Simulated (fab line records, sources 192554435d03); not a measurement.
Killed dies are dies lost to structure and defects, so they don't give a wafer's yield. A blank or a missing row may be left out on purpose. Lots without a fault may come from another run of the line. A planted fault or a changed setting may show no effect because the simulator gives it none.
fab line records | flow n5_finfet
record lots=9 wafers=25 last_day=20
route steps=1938 shown DUMMY_GATE@248 SD_EPI_N@273 SD_EPI_P@321 SD_ACTIVATION@332 ILD0@335 BEOL_M4@1111
lots that met no fault: from a run of the same line without faults
start_h: hours from the record's first day to the start of the lot's first wafer shown | wait_h: hours since the lot's step before | " the same as in the row above | L1.1+2: a row that stands for several wafers | - no value, or no start given | * or withheld: withheld | < > ~ a bound
route shown NAME@n: a module of which the file shows steps, and the number in the route of the first | usual: mean/standard deviation of fault-free wafers | same: alike in all rows | chamber/n: place in a boat | sites: the reading at each site | _std_site: their standard deviation | _edge_site: outer sites' mean less inner sites' | radius_mm: how far each site lies from the wafer's centre | mask NAME#n: copy n | behind: the tool/chamber that last shaped the wafer | hold: why the lot was held/for how many hours/how that ended | device: the transistor (n, p or np) that didn't switch | end of line: the same wafers' tests at the end of the route | a step without rows: its recipe alone | killed: dies lost to structure and defects at the first sort, not the wafer's yield | map: a wafer's dies, x killed, . not, _ none there
set.NAME: the setting as run; set.NAME@STEP: as run at that earlier step | model.NAME: the simulator's own value behind a step, which no gauge read
steps of the route over a sample of lots; a table a step, a row a wafer
services: from which hour (start_h, from the record's first day; less than 0 if before it) a tool's chamber was out of use, for how many hours, and why
## steps
# step N5_DUMMY_GATE_ETCH_44
# recipe chemistry=HBr/O2 over_etch_frac=0.7 target_depth_a=1275 stop_on=SiO2 ion_energy_ev=60 bias_w=20 target=poly-Si mask_material=SiO2 pressure_mtorr=20 icp_w=400 HBr_flow_sccm=120 O2_flow_sccm=10
# usual chamber_pressure_mTorr=20.002/0.019 drypump_motor_current_A=5.9/0.46 oes_product_au=0.723/0.013 throttle_valve_pct=18.43/0.22
# columns lot.wafer tool chamber start_h wait_h chamber_pressure_mTorr drypump_motor_current_A oes_product_au rf_hours_counter_h throttle_valve_pct
L603.2 rie_si-03 2 88.96 0.0 19.984 5.8 0.703 123 18.36
L603.5 " 1 " " 20.015 6.7 0.726 - 18.52
L603.6 " 2 " " 19.970 5.8 0.713 - 18.36
L607.2 rie_si-06 1 112.35 0.0 20.011 5.7 0.753 179 18.55
L607.3 " 0 " " 19.999 5.8 0.721 11 18.26
L607.4 " 3 " " 19.973 5.9 0.726 182 18.93
L608.3 rie_si-06 0 119.38 0.0 20.004 5.8 0.721 12 18.24
L608.4 " 3 " " 19.962 6.0 0.712 182 18.93
L609.1 rie_si-03 2 125.18 0.0 20.007 5.8 0.710 124 18.37
L609.6 " 3 " " 20.004 5.4 0.716 - 18.36
L614.1 rie_si-01 3 154.65 0.0 20.025 5.9 0.725 20 18.44
L614.2 " 0 " " 19.987 6.2 0.739 37 18.70
L614.6 " 3 " " 20.001 5.9 0.728 - 18.43
L615.3 rie_si-01 2 162.45 0.0 19.996 6.5 0.717 5 18.22
L615.4 " 3 " " 19.985 5.8 0.723 20 18.42
L615.5 " 2 " " 19.992 6.5 0.718 - 18.24
L616.1 rie_si-01 0 172.44 0.0 19.987 6.2 0.742 37 18.71
L616.2 " 1 " " 19.985 6.0 0.700 7 18.28
L616.3 " 2 " " 20.038 6.4 0.733 5 18.21
L617.4 rie_si-03 3 176.43 0.0 19.992 5.5 0.709 - 18.34
L617.5 " 0 " " 20.021 5.0 0.718 - 18.50
L617.6 " 2 " " 20.039 5.8 0.708 - 18.37
L618.2 rie_si-03 0 182.92 0.0 20.009 5.0 0.731 57 18.48
L618.3 " 3 " " 20.011 5.5 0.709 97 18.36
L618.6 " 2 " " 20.008 5.8 0.704 - 18.36
# step N5_SD_EPI_N_DESCUM_14
# recipe chemistry=O2 time_s=7.9 source_power_w=50 bias_power_w=20 pressure_mtorr=20 rf_frequency_hz=2.712e+07 temp_c=40 resist=CAR-ArF-block o2_flow_sccm=225
# usual chamber_pressure_mTorr=19.998/0.03 drypump_motor_current_A=5.9/0.47 oes_product_au=0.78/0.078 rf_vpp_V=243.5/1.2 showerhead_plenum_p_Torr=2.11/0.055 throttle_valve_pct=20.52/0.16
# columns lot.wafer tool chamber start_h wait_h chamber_pressure_mTorr drypump_motor_current_A oes_product_au rf_hours_counter_h rf_vpp_V showerhead_plenum_p_Torr throttle_valve_pct
L603.2 rie_diel-01 0 91.05 0.1 19.998 6.5 0.92 20 242.7 2.05 20.29
L603.5 " 1 " " 19.716 5.6 0.78 - 243.2 2.11 20.65
L603.6 " 2 " " 20.020 5.0 0.71 - 244.3 2.16 20.36
L607.2 rie_diel-04 1 114.00 0.0 20.030 6.3 0.69 232 241.3 2.06 20.54
L607.3 " 2 " " 19.969 5.5 0.73 156 243.3 2.09 20.67
L607.4 " 0 " " 20.016 6.2 0.68 - 243.0 2.15 20.53
L608.3 rie_diel-05 0 120.99 0.0 20.015 5.7 0.84 57 245.6 2.21 20.49
L608.4 " 3 " " 20.014 6.0 0.83 74 243.0 2.03 20.59
L609.1 rie_diel-04 2 126.79 0.0 19.988 5.6 0.73 162 243.7 2.09 20.65
L609.6 " 0 " " 19.999 6.2 0.69 - 243.7 2.15 20.53
L614.1 rie_diel-05 0 156.19 0.0 19.991 5.7 0.84 65 244.0 2.21 20.51
L614.2 " 1 " " 20.004 6.6 0.78 134 242.3 2.10 20.29
L614.6 " 0 " " 20.008 5.7 0.84 - 244.5 2.21 20.51
L615.3 rie_diel-04 2 163.81 0.0 19.991 5.5 0.71 176 244.3 2.08 20.70
L615.4 " 3 " " 19.987 5.5 0.94 - 244.4 2.13 20.24
L615.5 " 1 " " 20.003 6.2 0.68 - 242.2 2.05 20.57
L616.1 rie_diel-05 0 173.93 0.0 19.993 5.7 0.83 70 244.9 2.21 20.50
L616.2 " 2 " " 19.994 6.0 0.72 192 244.6 2.17 20.73
L616.3 " 3 " " 19.964 6.0 0.81 88 242.7 2.03 20.61
L617.4 rie_diel-05 2 179.28 0.8 19.998 6.1 0.74 - 245.1 2.17 20.76
L617.5 " 0 " " 19.980 5.7 0.82 - 246.3 2.21 20.51
L617.6 " 3 " " 19.981 6.0 0.82 - 242.9 2.03 20.63
L618.2 rie_diel-01 2 184.60 0.0 20.002 5.0 0.68 246 242.7 2.15 20.38
L618.3 " 1 " " 20.019 5.6 0.75 170 245.4 2.10 20.68
L618.6 " 0 " " 19.994 6.5 0.86 - 241.0 2.04 20.32
# step N5_SD_EPI_P_EPI_21
# recipe material=SiGe:B dopant=B temp_c=550 pressure_torr=20 ambient=H2 time_s=355
# columns lot.wafer tool chamber start_h wait_h
L603.2+5+6 epi_rpcvd-01 0 97.97 0.5
L607.2+3+4 epi_rpcvd-01 0 121.14 0.6
L608.3+4 epi_rpcvd-01 0 128.27 1.1
L609.1+6 epi_rpcvd-01 0 132.75 0.2
L614.1+2+6 epi_rpcvd-02 0 162.79 0.1
L615.3+4+5 epi_rpcvd-04 0 170.46 0.8
L616.1+2+3 epi_rpcvd-02 0 181.18 0.1
L617.4+5+6 epi_rpcvd-01 0 188.37 1.1
L618.2+3+6 epi_rpcvd-01 0 199.82 0.5
# step N5_SD_EPI_P_EPI_MEAS_23
# recipe mode=xrd
# usual thk_nm=61.0/1.3
# columns lot.wafer tool chamber start_h wait_h thk_nm
L603.2 film_metro-02 - 99.81 1.5 63.2
L603.5 " - " " 62.3
L603.6 " - " " 61.0
L607.2 film_metro-02 - 123.58 2.0 60.1
L607.3 " - " " 71.0
L607.4 " - " " 63.6
L608.3 film_metro-01 - 130.23 1.5 67.9
L608.4 " - " " 62.6
L609.1 film_metro-01 - 135.66 2.4 61.8
L609.6 " - " " 66.4
L614.1 film_metro-01 - 164.98 1.8 59.8
L614.2 " - " " 62.7
L614.6 " - " " 60.4
L615.3 film_metro-02 - 171.95 1.1 59.7
L615.4 " - " " 59.5
L615.5 " - " " 60.5
L616.1 film_metro-02 - 183.39 1.9 58.7
L616.2 " - " " 61.9
L616.3 " - " " 60.5
L617.4 film_metro-02 - 189.49 0.8 59.8
L617.5 " - " " 61.1
L617.6 " - " " 59.1
L618.2 film_metro-01 - 201.66 1.5 61.2
L618.3 " - " " 62.9
L618.6 " - " " 63.1
# step N5_SD_ACTIVATION_RS_MEAS_03
# recipe thk_meas_gauge=four-point-probe
# usual RS_SD_N=21.8/0.31 RS_SD_P=56.1/0.83
# columns lot.wafer tool chamber start_h wait_h RS_SD_N[ohm/sq] RS_SD_P[ohm/sq]
L603.2 film_metro-02 - 100.46 0.2 21.1 56.3
L603.5 " - " " 21.5 55.7
L603.6 " - " " 21.3 55.8
L607.2 film_metro-02 - 124.39 0.2 21.4 56.0
L607.3 " - " " 21.7 50.9
L607.4 " - " " 21.5 55.4
L608.3 film_metro-02 - 130.87 0.2 21.2 51.0
L608.4 " - " " 21.1 56.9
L609.1 film_metro-01 - 136.27 0.2 21.9 55.8
L609.6 " - " " 21.7 50.4
L614.1 film_metro-02 - 165.59 0.2 22.3 56.2
L614.2 " - " " 22.2 55.9
L614.6 " - " " 22.1 56.6
L615.3 film_metro-02 - 172.59 0.2 21.5 55.0
L615.4 " - " " 22.0 55.8
L615.5 " - " " 21.8 55.7
L616.1 film_metro-02 - 184.07 0.2 22.1 55.5
L616.2 " - " " 21.8 55.1
L616.3 " - " " 21.9 55.4
L617.4 film_metro-01 - 190.16 0.1 21.7 56.3
L617.5 " - " " 21.4 55.7
L617.6 " - " " 21.7 57.0
L618.2 film_metro-02 - 202.28 0.2 22.5 55.4
L618.3 " - " " 22.1 55.5
L618.6 " - " " 22.5 55.1
# step N5_ILD0_LINER_00
# recipe material=SiNx target_thk_a=40 temp_c=400 ald_precursor_family=SiH2I2 ald_co_reactant=N2/H2-plasma pulse_time_s=1 purge_time_s=2 co_reactant_purge_time_s=2 ald_cycles=80 pressure_torr=2
# usual heater_power_w=821/78 precursor_pulse_height_rel=1.001/0.02
# columns lot.wafer tool chamber start_h wait_h heater_power_w precursor_pulse_height_rel
L603.2 ald_sin-04 0 101.43 0.7 851 1.006
L603.5 " 2 " " 999 0.985
L603.6 " 1 " " 737 1.008
L607.2 ald_sin-01 0 124.91 0.2 767 1.012
L607.3 " 2 " " 745 0.983
L607.4 " 3 " " 871 1.034
L608.3 ald_sin-04 1 131.19 0.0 734 1.009
L608.4 " 0 " " 858 1.008
L609.1 ald_sin-01 3 136.79 0.2 871 0.983
L609.6 " 1 " " 909 0.987
L614.1 ald_sin-04 0 165.96 0.0 889 1.020
L614.2 " 2 " " 1016 0.987
L614.6 " 1 " " 748 0.982
L615.3 ald_sin-01 2 172.92 0.0 745 0.992
L615.4 " 3 " " 852 0.977
L615.5 " 2 " " 724 0.965
L616.1 ald_sin-01 3 184.43 0.0 859 1.009
L616.2 " 2 " " 745 0.995
L616.3 " 1 " " 914 0.976
L617.4 ald_sin-03 1 190.71 0.3 836 0.981
L617.5 " 2 " " 783 0.998
L617.6 " 3 " " 797 1.023
L618.2 ald_sin-03 1 202.62 0.0 850 1.032
L618.3 " 0 " " 717 0.960
L618.6 " 0 " " 721 1.006
# step N5_BEOL_M4_RC_MEAS_101
# usual DIBL_N=36.6/1.3 DIBL_P=36.4/1.4 IOFF_N=0.167/0.023 IOFF_P=0.219/0.029 ION_N=678/8.7 ION_P=464/6.4 RS_SD_P=65.8/0.98 SS_N=71.5/0.53 SS_P=73.4/0.57 VT_N=248.5/2.8 VT_P=-249/3.1
# columns lot.wafer tool chamber start_h wait_h DIBL_N[mV/V] DIBL_P[mV/V] IOFF_N[nA/um] IOFF_P[nA/um] ION_N[uA/um] ION_P[uA/um] RS_SD_P[ohm/sq] SS_N[mV/dec] SS_P[mV/dec] VT_N[mV] VT_P[mV]
L603.2 prober-01 0 233.17 0.2 36.8 37.2 0.144 0.192 676 460 66.2 71.5 73.0 251.5 -252
L603.5 " 0 " " 36.2 36.7 0.149 0.185 678 460 65.1 71.3 73.2 251.0 -256
L603.6 " 0 " " 35.3 35.4 0.128 0.163 675 452 66.1 71.1 72.7 253.6 -255
L607.2 prober-01 0 254.85 0.2 34.9 36.0 0.157 0.243 675 467 65.2 71.3 73.4 252.5 -242
L607.3 " 0 " " 34.1 34.6 0.154 0.229 678 472 59.9 71.1 72.9 248.4 -244
L607.4 " 0 " " 34.5 35.8 0.158 0.238 681 472 64.9 71.1 73.4 249.7 -247
L608.3 prober-02 0 290.34 0.3 36.8 36.1 0.175 0.245 687 474 59.8 71.4 73.6 248.2 -245
L608.4 " 0 " " 35.9 35.5 0.152 0.214 671 464 67.0 71.7 73.0 248.8 -248
L609.1 prober-01 0 305.05 0.0 35.5 37.1 0.165 0.201 674 460 65.1 71.6 74.1 248.2 -253
L609.6 " 0 " " 36.7 38.2 0.189 0.224 670 460 59.2 72.2 74.1 247.0 -249
L615.3 prober-01 0 330.29 0.3 36.4 36.8 0.165 0.212 667 458 65.3 71.5 73.0 246.2 -250
L615.4 " 0 " " 37.5 38.0 0.173 0.237 670 463 65.2 71.5 73.5 247.3 -248
L615.5 " 0 " " 37.3 37.8 0.172 0.228 668 461 65.9 71.3 73.2 247.1 -251
L614.1 prober-02 0 332.15 0.0 35.9 35.4 0.156 0.219 675 464 66.3 70.9 73.2 246.8 -250
L614.2 " 0 " " 35.2 35.2 0.148 0.225 681 472 65.6 70.5 73.5 249.7 -248
L614.6 " 0 " " 36.6 36.0 0.169 0.230 681 466 66.2 70.9 73.4 246.5 -248
L616.1 prober-01 0 334.52 0.0 39.3 37.6 0.193 0.207 689 461 65.7 71.7 74.3 245.8 -252
L616.2 " 0 " " 37.9 37.0 0.165 0.200 679 466 64.3 71.7 73.7 249.2 -253
L616.3 " 0 " " 37.2 36.2 0.149 0.180 672 456 64.8 71.6 73.5 252.1 -255
L617.4 prober-01 0 351.61 0.5 37.1 39.1 0.171 0.247 674 463 66.7 72.1 73.3 249.8 -248
L617.5 " 0 " " 37.7 38.4 0.176 0.233 675 465 65.6 72.4 73.7 250.0 -248
L617.6 " 0 " " 36.9 38.3 0.168 0.222 678 466 67.1 71.7 73.8 252.3 -251
L618.2 prober-01 0 358.47 0.2 38.3 39.0 0.231 0.281 704 477 64.7 71.8 74.7 242.5 -245
L618.3 " 0 " " 37.2 36.4 0.193 0.235 689 468 64.2 71.3 74.4 245.3 -249
L618.6 " 0 " " 37.2 36.5 0.188 0.234 690 468 64.8 71.6 73.3 245.2 -250
## services
# columns tool chamber start_h hours kind
rie_si-06 1 78.48 1.5 repair
epi_rpcvd-02 - 84.66 0.5 pm
rie_si-01 - 88.11 0.8 repair
rie_diel-04 3 101.78 - clean
rie_diel-04 3 101.78 - consumable_replace:focus_ring
rie_diel-04 3 101.78 28.4 scheduled_down
rie_diel-04 3 101.78 28.4 vent_cycle
epi_rpcvd-01 - 106.64 2.8 pm
epi_rpcvd-04 - 116.76 7.7 repair
rie_diel-04 - 119.54 2.3 repair
ald_sin-01 0 119.92 - calibration
rie_si-03 0 120.10 18.1 repair
rie_diel-05 - 132.88 14.6 pm
epi_rpcvd-01 - 161.15 14.6 pm
rie_diel-05 1 173.90 8.8 repair
epi_rpcvd-04 - 175.04 2.7 repair
rie_si-03 1 175.68 21.4 repair
rie_diel-04 1 176.16 8.1 repair
ald_sin-04 - 178.82 14.0 pm
rie_si-01 3 180.49 1.5 repair
rie_diel-01 0 182.28 1.9 repair
rie_si-01 0 188.76 7.2 repair
rie_diel-01 2 190.80 1.6 repair
rie_si-01 2 200.85 7.7 repair
## key
first_sign step=N5_SD_EPI_P_EPI_MEAS_23 reading=thk_nm direction=up sigmas=5.8 usual=* struck=*
effect step=N5_SD_ACTIVATION_RS_MEAS_03 reading=RS_SD_P direction=down sigmas=6.4 usual=56.1 struck=50.8
effect step=N5_BEOL_M4_RC_MEAS_101 reading=RS_SD_P direction=down sigmas=6.3 usual=65.8 struck=59.6
met_at N5_SD_EPI_P_EPI_21
struck_lots L607,L608,L609
struck_wafers L607.3,L608.3,L609.6
not_acting_at N5_DUMMY_GATE_ETCH_44,N5_SD_EPI_N_DESCUM_14,N5_ILD0_LINER_00
onset_between 97.97 121.14
fault kind=process_parameter_drift tool=epi_rpcvd-01 chamber=- onset_h=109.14 steps=N5_SD_EPI_P_EPI_21 channel=time_s offset=* shape=step end_h=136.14 scope=struck_wafers_only acts_in=* stated=*
